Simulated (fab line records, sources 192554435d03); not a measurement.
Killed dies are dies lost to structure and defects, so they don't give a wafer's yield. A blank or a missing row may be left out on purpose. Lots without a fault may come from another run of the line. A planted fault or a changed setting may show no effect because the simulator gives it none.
fab line records | flow n5_finfet | part 1 of 2: steps 1 to 4 of 6
record lots=23 wafers=69 last_day=19
route steps=1938 shown HKMG_FIN@419 GATE_CUT@465 MOL_CONTACT_COAG@539
lots that met no fault: from a run of the same line without faults
start_h: hours from the record's first day to the start of the lot's first wafer shown | wait_h: hours since the lot's step before | " the same as in the row above | L1.1+2: a row that stands for several wafers | - no value, or no start given | * or withheld: withheld | < > ~ a bound
route shown NAME@n: a module of which the file shows steps, and the number in the route of the first | usual: mean/standard deviation of fault-free wafers | same: alike in all rows | chamber/n: place in a boat | sites: the reading at each site | _std_site: their standard deviation | _edge_site: outer sites' mean less inner sites' | radius_mm: how far each site lies from the wafer's centre | mask NAME#n: copy n | behind: the tool/chamber that last shaped the wafer | hold: why the lot was held/for how many hours/how that ended | device: the transistor (n, p or np) that didn't switch | end of line: the same wafers' tests at the end of the route | a step without rows: its recipe alone | killed: dies lost to structure and defects at the first sort, not the wafer's yield | map: a wafer's dies, x killed, . not, _ none there
set.NAME: the setting as run; set.NAME@STEP: as run at that earlier step | model.NAME: the simulator's own value behind a step, which no gauge read
steps of the route over a sample of lots; a table a step, a row a wafer
services: from which hour (start_h, from the record's first day; less than 0 if before it) a tool's chamber was out of use, for how many hours, and why
## steps
# step N5_HKMG_FIN_ALD_36
# recipe material=TiN target_thk_a=10 temp_c=400 ald_precursor_family=TiCl4 ald_co_reactant=NH3 pulse_time_s=1 purge_time_s=3 co_reactant_purge_time_s=2 co_reactant_pulse_time_s=2 ald_cycles=47 pressure_torr=3
# usual heater_power_w=862/100 precursor_pulse_height_rel=0.999/0.02
# same ald_cycles=47
# columns lot.wafer tool chamber start_h wait_h heater_power_w precursor_pulse_height_rel since_wet_clean_h
L074.1 ald_metal-03 1 74.97 0.0 834 1.014 4353
L074.2 " 3 " " 878 1.036 4353
L074.3 " 2 " " 938 1.017 4353
L075.1 ald_metal-02 1 81.35 0.0 856 1.018 2821
L075.4 " 3 " " 863 0.978 2821
L075.5 " 1 " " 879 1.012 -
L076.1 ald_metal-03 0 85.07 0.0 809 1.011 4363
L076.5 " 0 " " 815 1.001 -
L076.6 " 1 " " 853 0.993 -
L077.2 ald_metal-01 2 92.18 0.0 981 0.982 1293
L077.3 " 0 " " 719 0.999 1293
L077.6 " 2 " " 1002 1.000 -
L079.3 ald_metal-01 2 105.45 0.0 994 0.990 1307
L079.4 " 3 " " 706 1.022 1307
L079.6 " 3 " " 717 1.004 -
L080.1 ald_metal-02 0 109.32 0.0 1041 1.014 2849
L080.2 " 1 " " 885 1.014 2849
L080.6 " 3 " " 870 0.991 -
L081.1 ald_metal-02 2 120.51 0.0 921 1.016 2860
L081.3 " 0 " " 1066 0.991 2860
L081.6 " 0 " " 1075 0.981 -
L082.1 ald_metal-02 2 124.22 0.0 950 0.986 2864
L082.2 " 3 " " 898 0.996 2864
L082.6 " 2 " " 917 0.992 -
L083.1 ald_metal-02 3 132.49 0.0 878 0.992 2872
L083.3 " 2 " " 920 1.012 2872
L083.5 " 1 " " 878 0.990 -
L084.1 ald_metal-02 0 135.50 0.0 1042 1.032 2875
L084.2 " 2 " " 923 0.975 2875
L084.5 " 3 " " 873 1.019 -
L085.1 ald_metal-01 2 146.99 0.0 1008 1.051 1348
L085.2 " 1 " " 850 1.018 1348
L085.6 " 1 " " 844 0.961 -
L086.1 ald_metal-03 2 150.57 0.0 934 0.988 4429
L086.4 " 0 " " 799 1.002 4429
L086.5 " 3 " " 881 1.034 -
L087.1 ald_metal-01 0 157.09 0.0 722 1.000 1358
L087.5 " 0 " " 711 0.965 -
L087.6 " 1 " " 835 0.973 -
L088.1 ald_metal-01 1 157.93 0.0 824 0.966 1359
L088.2 " 3 " " 695 0.983 1359
L088.5 " 1 " " 839 1.004 -
L089.1 ald_metal-02 2 163.73 0.0 937 1.012 2904
L089.2 " 3 " " 858 1.018 2904
L089.5 " 2 " " 926 0.985 -
L090.1 ald_metal-01 0 168.00 0.1 696 1.010 1369
L090.4 " 1 " " 831 1.025 -
L090.5 " 3 " " 713 0.993 -
L091.3 ald_metal-03 1 176.44 0.0 872 1.004 4455
L091.4 " 2 " " 930 1.006 4455
L091.5 " 2 " " 967 1.020 -
L092.1 ald_metal-01 2 179.95 0.0 985 0.992 1381
L092.3 " 1 " " 850 0.984 1381
L092.5 " 0 " " 686 0.987 -
L093.3 ald_metal-01 0 186.41 0.0 708 1.002 1388
L093.5 " 0 " " 699 1.021 -
L093.6 " 3 " " 741 1.019 -
L094.1 ald_metal-01 2 194.07 0.0 968 0.997 1395
L094.2 " 1 " " 828 1.020 1395
L094.4 " 3 " " 722 1.007 1395
L095.2 ald_metal-02 3 199.18 0.0 889 1.008 2939
L095.5 " 1 " " 862 0.968 -
L095.6 " 2 " " 924 1.011 -
L096.1 ald_metal-02 2 203.52 0.0 941 1.022 2943
L096.2 " 1 " " 879 1.024 2943
L096.3 " 0 " " 1062 0.971 2943
L097.2 ald_metal-03 1 210.88 0.0 879 1.007 4489
L097.4 " 2 " " 928 1.011 4489
L097.6 " 0 " " 805 1.039 -
# step N5_HKMG_FIN_STRIP_89
# recipe chemistry=N2/H2 material=SOC time_s=20 power_w=500 temp_c=40 pressure_mtorr=50 rf_frequency_hz=6e+07 bias_power_w=8 h2_frac=0.5 n2_flow_sccm=300 h2_flow_sccm=300
# usual drypump_motor_current_A=5.9/0.35 oes_product_au=0.80/0.088 rf_vpp_V=54.4/0.94 showerhead_plenum_p_Torr=3.40/0.15 throttle_valve_pct=19.02/0.26
# columns lot.wafer tool chamber start_h wait_h drypump_motor_current_A oes_product_au rf_hours_counter_h rf_vpp_V showerhead_plenum_p_Torr throttle_valve_pct
L074.1 rie_diel-04 1 77.63 0.0 6.1 0.76 173 54.2 3.21 18.76
L074.2 " 2 " " 6.1 0.94 18 53.8 3.30 19.11
L074.3 " 3 " " 6.0 0.76 164 54.2 3.35 18.96
L075.1 rie_diel-05 1 83.87 0.0 5.4 0.79 105 54.6 3.12 19.16
L075.4 " 0 " " 5.5 0.78 131 53.8 3.50 18.68
L075.5 " 0 " " 5.5 0.78 - 56.7 3.50 18.69
L076.1 rie_diel-04 2 87.69 0.0 6.1 0.92 22 52.9 3.29 19.10
L076.5 " 2 " " 6.1 0.92 - 53.1 3.29 19.10
L076.6 " 3 " " 6.0 0.76 - 53.6 3.35 18.97
L077.2 rie_diel-04 2 94.81 0.0 6.1 0.92 25 54.7 3.29 19.11
L077.3 " 3 " " 6.0 0.76 170 54.1 3.35 18.98
L077.6 " 1 " " 6.1 0.75 - 53.2 3.20 18.77
L079.3 rie_diel-04 2 108.54 0.0 6.1 0.90 31 54.1 3.29 19.12
L079.4 " 3 " " 6.0 0.76 176 55.4 3.34 18.99
L079.6 " 1 " " 6.1 0.74 - 53.9 3.20 18.79
L080.1 rie_diel-02 1 111.96 0.0 5.5 0.84 59 54.5 3.54 18.73
L080.2 " 3 " " 5.9 0.74 164 53.8 3.49 19.10
L080.6 " 1 " " 5.5 0.83 - 55.7 3.54 18.72
L081.1 rie_diel-04 1 123.33 0.0 6.1 0.74 191 52.8 3.20 18.78
L081.3 " 3 " " 6.0 0.75 180 53.7 3.34 19.00
L081.6 " 1 " " 6.1 0.73 - 51.9 3.20 18.79
L082.1 rie_diel-05 3 126.84 0.0 6.3 0.72 219 54.1 3.46 19.43
L082.2 " 1 " " 5.4 0.77 120 54.2 3.12 19.20
L082.6 " 0 " " 5.5 0.77 - 54.7 3.50 18.70
L083.1 rie_diel-02 2 135.36 0.0 6.4 0.68 231 54.1 3.32 19.46
L083.3 " 0 " " 5.3 0.89 23 54.8 3.57 18.73
L083.5 " 1 " " 5.5 0.83 - 55.5 3.54 18.75
L084.1 rie_diel-05 2 138.12 0.0 5.8 0.98 0 55.0 3.59 18.72
L084.2 " 1 " " 5.4 0.77 126 54.1 3.11 19.20
L084.5 " 3 " " 6.3 0.71 - 54.9 3.46 19.44
L085.1 rie_diel-05 3 149.68 0.0 6.3 0.71 229 55.5 3.46 19.46
L085.2 " 0 " " 5.6 0.76 155 53.0 3.49 18.72
L085.6 " 3 " " 6.3 0.71 - 52.9 3.46 19.43
L086.1 rie_diel-05 3 153.22 0.0 6.3 0.72 230 54.2 3.46 19.45
L086.4 " 0 " " 5.6 0.77 156 54.4 3.49 18.74
L086.5 " 3 " " 6.3 0.71 - 55.4 3.46 19.45
L087.1 rie_diel-04 2 159.64 0.0 6.1 0.87 48 53.3 3.28 19.14
L087.5 " 0 " " 6.4 0.90 - 54.4 3.55 18.93
L087.6 " 3 " " 6.1 0.73 - 55.0 3.33 19.00
L088.1 rie_diel-04 1 160.55 0.0 6.1 0.73 203 54.0 3.19 18.80
L088.2 " 0 " " 6.4 0.90 37 52.7 3.55 18.95
L088.5 " 1 " " 6.1 0.71 - 54.6 3.19 18.80
L089.1 rie_diel-05 2 166.60 0.0 5.8 0.93 9 52.9 3.58 18.73
L089.2 " 3 " " 6.3 0.71 235 53.4 3.46 19.46
L089.5 " 0 " " 5.6 0.76 - 54.8 3.49 18.72
L090.1 rie_diel-02 1 170.62 0.0 5.4 0.81 78 54.9 3.53 18.77
L090.4 " 2 " " 6.4 0.66 242 53.0 3.31 19.48
L090.5 " 1 " " 5.5 0.81 - 54.8 3.53 18.77
L091.3 rie_diel-05 0 179.07 0.0 5.6 0.74 165 53.9 3.49 18.75
L091.4 " 2 " " 5.9 0.92 12 55.7 3.58 18.75
L091.5 " 2 " " 5.8 0.91 - 55.5 3.58 18.74
L092.1 rie_diel-02 0 182.49 0.0 5.3 0.85 38 54.9 3.56 18.77
L092.3 " 3 " " 5.9 0.72 187 55.1 3.48 19.14
L092.5 " 0 " " 5.3 0.86 - 54.8 3.56 18.74
L093.3 rie_diel-02 1 189.03 0.0 5.5 0.81 85 54.8 3.53 18.79
L093.5 " 0 " " 5.3 0.86 - 53.8 3.56 18.76
L093.6 " 3 " " 5.9 0.73 - 53.4 3.48 19.13
L094.1 rie_diel-05 3 197.09 0.0 6.3 0.70 243 53.4 3.45 19.46
L094.2 " 1 " " 5.4 0.75 142 52.9 3.10 19.22
L094.4 " 0 " " 5.6 0.75 169 53.2 3.48 18.74
L095.2 rie_diel-04 3 201.83 0.0 6.0 0.73 207 54.9 3.33 19.04
L095.5 " 2 " " 6.1 0.85 - 55.1 3.27 19.17
L095.6 " 1 " " 6.1 0.72 - 53.4 3.18 18.85
L096.1 rie_diel-05 2 206.03 0.0 5.9 0.90 20 54.5 3.57 18.76
L096.2 " 3 " " 6.3 0.69 246 54.5 3.45 19.47
L096.3 " 1 " " 5.4 0.75 145 53.4 3.10 19.21
L097.2 rie_diel-04 0 213.51 0.0 6.4 0.87 56 55.4 3.54 18.97
L097.4 " 3 " " 6.0 0.73 212 54.0 3.32 19.04
L097.6 " 2 " " 6.1 0.85 - 54.1 3.27 19.19
# step N5_HKMG_FIN_CMP_94
# recipe stop_on=SiNx post_cmp_clean=w_dilute_nh4oh t_overpolish_s=4.7 down_force_psi=4 platen_rpm=50.289 pad_velocity_m_s=1.0006 target_thk_nm=43.299
# usual motor_current_A=12.4/0.81
# columns lot.wafer tool chamber start_h wait_h motor_current_A
L074.1 cmp-03 1 80.97 0.4 12.9
L074.3 " 2 " " 12.4
L074.2 " 3 " " 12.1
L075.4 cmp-04 0 86.64 0.4 11.0
L075.1 " 3 " " 11.9
L075.5 " 1 " " 12.3
L076.1 cmp-02 0 90.46 0.4 11.6
L076.5 " 0 " " 11.5
L076.6 " 1 " " 10.7
L077.3 cmp-04 0 97.63 0.3 11.6
L077.2 " 1 " " 12.7
L077.6 " 3 " " 12.1
L079.3 cmp-04 1 111.42 0.4 12.3
L079.4 " 3 " " 11.6
L079.6 " 1 " " 12.7
L080.1 cmp-03 0 114.92 0.3 13.8
L080.2 " 2 " " 12.6
L080.6 " 3 " " 11.7
L081.3 cmp-03 2 126.15 0.3 12.6
L081.1 " 3 " " 12.0
L081.6 " 0 " " 13.2
L082.1 cmp-04 2 129.61 0.4 13.5
L082.2 " 3 " " 12.1
L082.6 " 2 " " 13.2
L083.3 cmp-03 2 138.20 0.3 12.7
L083.1 " 3 " " 12.0
L083.5 " 0 " " 14.2
L084.2 cmp-04 1 140.94 0.4 12.3
L084.1 " 0 " " 11.4
L084.5 " 1 " " 12.7
L085.1 cmp-03 3 152.45 0.4 12.2
L085.2 " 2 " " 13.0
L085.6 " 0 " " 13.5
L086.1 cmp-03 0 155.98 0.4 13.1
L086.4 " 1 " " 12.3
L086.5 " 0 " " 13.5
L087.1 cmp-02 2 162.64 0.3 13.3
L087.5 " 1 " " 11.4
L087.6 " 2 " " 13.0
L088.2 cmp-02 1 163.43 0.3 10.9
L088.1 " 2 " " 12.7
L088.5 " 3 " " 12.1
L089.2 cmp-03 1 169.37 0.4 12.5
L089.1 " 2 " " 12.9
L089.5 " 2 " " 12.4
L090.4 cmp-03 2 173.52 0.3 12.3
L090.1 " 0 " " 12.0
L090.5 " 1 " " 13.4
L091.4 cmp-02 3 182.08 0.4 12.0
L091.3 " 2 " " 12.6
L091.5 " 3 " " 12.4
L092.3 cmp-02 0 185.40 0.4 10.7
L092.1 " 2 " " 12.7
L092.5 " 1 " " 11.2
L093.3 cmp-03 3 191.85 0.3 11.5
L093.5 " 2 " " 12.8
L093.6 " 3 " " 11.7
L094.1 cmp-03 0 200.06 0.3 12.7
L094.2 " 1 " " 12.8
L094.4 " 2 " " 13.0
L095.2 cmp-04 0 204.63 0.4 12.3
L095.5 " 0 " " 11.5
L095.6 " 1 " " 13.1
L096.3 cmp-03 3 208.82 0.4 11.4
L096.1 " 0 " " 13.6
L096.2 " 2 " " 12.8
L097.2 cmp-02 3 216.43 0.3 11.9
L097.4 " 1 " " 10.9
L097.6 " 3 " " 12.4
# step N5_GATE_CUT_ETCHBACK_00
# recipe chemistry=SF6/Cl2 target=W pressure_mtorr=8 icp_w=900 bias_w=80 SF6_flow_sccm=40 Cl2_flow_sccm=60
# usual SF6_flow_sccm=40.01/0.12 drypump_motor_current_A=5.6/0.43 mfc_cl2_sccm=60.01/0.17 oes_product_au=0.77/0.091 throttle_valve_pct=27.62/0.28
# columns lot.wafer tool chamber start_h wait_h SF6_flow_sccm drypump_motor_current_A mfc_cl2_sccm oes_product_au rf_hours_counter_h throttle_valve_pct
L074.1 rie_metal-02 0 81.24 0.0 40.07 5.3 60.14 0.71 78 27.40
L074.2 " 1 " " 40.03 5.1 59.86 0.80 33 27.97
L074.3 " 0 " " 40.16 5.3 60.45 0.71 - 27.41
L075.1 rie_metal-03 0 86.91 0.0 39.92 6.2 59.76 0.86 15 27.49
L075.4 " 0 " " 40.19 6.2 60.21 0.86 - 27.49
L075.5 " 0 " " 40.00 6.2 60.01 0.86 - 27.49
L076.1 rie_metal-03 0 90.73 0.0 40.19 6.3 60.33 0.85 16 27.48
L076.5 " 0 " " 40.10 6.2 59.74 0.86 - 27.49
L076.6 " 0 " " 40.17 6.3 59.80 0.85 - 27.49
L077.2 rie_metal-01 1 97.87 0.0 39.98 5.5 60.02 0.65 95 28.09
L077.3 " 0 " " 40.29 6.0 60.39 0.71 - 27.43
L077.6 " 0 " " 39.96 6.0 60.36 0.71 - 27.42
L079.3 rie_metal-02 0 111.72 0.1 39.98 5.4 59.96 0.70 - 27.40
L079.4 " 1 " " 39.74 5.1 60.16 0.78 - 27.97
L079.6 " 0 " " 39.97 5.4 60.13 0.71 - 27.41
L080.1 rie_metal-01 1 115.16 0.0 40.17 5.5 60.05 0.65 96 28.09
L080.2 " 0 " " 40.01 6.0 59.90 0.70 78 27.42
L080.6 " 1 " " 40.02 5.5 59.81 0.65 - 28.07
L081.1 rie_metal-02 0 126.36 0.0 40.10 5.4 60.06 0.70 83 27.40
L081.3 " 1 " " 39.94 5.1 60.03 0.78 - 27.98
L081.6 " 0 " " 39.96 5.3 60.26 0.69 - 27.43
L082.1 rie_metal-03 0 129.87 0.0 40.11 6.3 59.99 0.85 20 27.50
L082.2 " 1 " " 40.12 5.3 60.37 0.94 3 27.40
L082.6 " 0 " " 39.89 6.3 59.99 0.84 - 27.51
L083.1 rie_metal-03 1 138.40 0.0 39.87 5.3 60.26 0.92 4 27.39
L083.3 " 0 " " 40.00 6.3 59.91 0.83 - 27.51
L083.5 " 0 " " 40.09 6.3 59.93 0.82 - 27.50
L084.1 rie_metal-01 0 141.21 0.0 40.00 6.0 60.11 0.71 81 27.42
L084.2 " 1 " " 40.03 5.5 59.76 0.65 99 28.11
L084.5 " 1 " " 39.94 5.5 59.91 0.64 - 28.09
L085.1 rie_metal-03 0 152.72 0.0 40.11 6.3 60.30 0.83 22 27.49
L085.2 " 1 " " 40.05 5.3 59.86 0.91 5 27.39
L085.6 " 0 " " 40.07 6.3 60.08 0.83 - 27.51
L086.1 rie_metal-02 0 156.25 0.0 39.84 5.4 59.94 0.69 86 27.42
L086.4 " 0 " " 39.87 5.3 60.05 0.69 - 27.39
L086.5 " 1 " " 39.88 5.1 60.05 0.77 - 27.97
L087.1 rie_metal-01 0 162.88 0.0 40.02 5.9 59.94 0.70 83 27.41
L087.5 " 1 " " 40.19 5.5 59.87 0.64 - 28.08
L087.6 " 0 " " 39.81 5.9 59.87 0.70 - 27.43
L088.1 rie_metal-03 0 163.63 0.0 40.20 6.2 59.92 0.82 23 27.49
L088.2 " 1 " " 40.05 5.3 59.89 0.91 7 27.39
L088.5 " 1 " " 39.96 5.3 60.16 0.90 - 27.39
L089.1 rie_metal-02 1 169.64 0.0 39.87 5.1 59.90 0.77 42 27.98
L089.2 " 0 " " 39.98 5.4 59.90 0.70 87 27.40
L089.5 " 0 " " 40.00 5.4 60.20 0.69 - 27.42
L090.1 rie_metal-03 0 173.75 0.0 40.10 6.2 59.91 0.83 24 27.50
L090.4 " 1 " " 40.10 5.3 59.85 0.89 - 27.41
L090.5 " 1 " " 39.79 5.3 59.97 0.89 - 27.40
L091.3 rie_metal-02 1 182.38 0.1 40.06 5.1 59.86 0.76 - 27.98
L091.4 " 0 " " 40.13 5.4 59.87 0.69 - 27.40
L091.5 " 0 " " 40.19 5.4 59.91 0.70 - 27.42
L092.1 rie_metal-01 1 185.67 0.0 40.07 5.5 60.00 0.64 102 28.11
L092.3 " 1 " " 39.92 5.5 59.84 0.64 - 28.11
L092.5 " 0 " " 39.95 6.0 59.80 0.70 - 27.44
L093.3 rie_metal-01 0 192.13 0.1 40.05 6.0 59.94 0.69 - 27.43
L093.5 " 0 " " 40.04 6.0 60.17 0.70 - 27.43
L093.6 " 1 " " 39.99 5.5 60.16 0.64 - 28.10
L094.1 rie_metal-02 1 200.30 0.0 40.08 5.1 59.96 0.76 44 27.99
L094.2 " 0 " " 39.95 5.3 60.16 0.69 90 27.42
L094.4 " 0 " " 40.00 5.3 59.88 0.69 - 27.41
L095.2 rie_metal-02 0 204.90 0.0 39.91 5.4 59.78 0.69 90 27.41
L095.5 " 0 " " 40.02 5.4 59.91 0.69 - 27.43
L095.6 " 1 " " 40.15 5.1 60.22 0.76 - 27.98
L096.1 rie_metal-03 1 209.08 0.0 39.91 5.3 60.33 0.88 10 27.40
L096.2 " 0 " " 40.19 6.3 60.14 0.81 26 27.50
L096.3 " 1 " " 40.01 5.3 59.83 0.87 - 27.38
L097.2 rie_metal-01 1 216.67 0.0 39.87 5.5 60.19 0.64 105 28.11
L097.4 " 1 " " 40.05 5.5 60.26 0.64 - 28.10
L097.6 " 1 " " 39.75 5.5 60.02 0.64 - 28.10
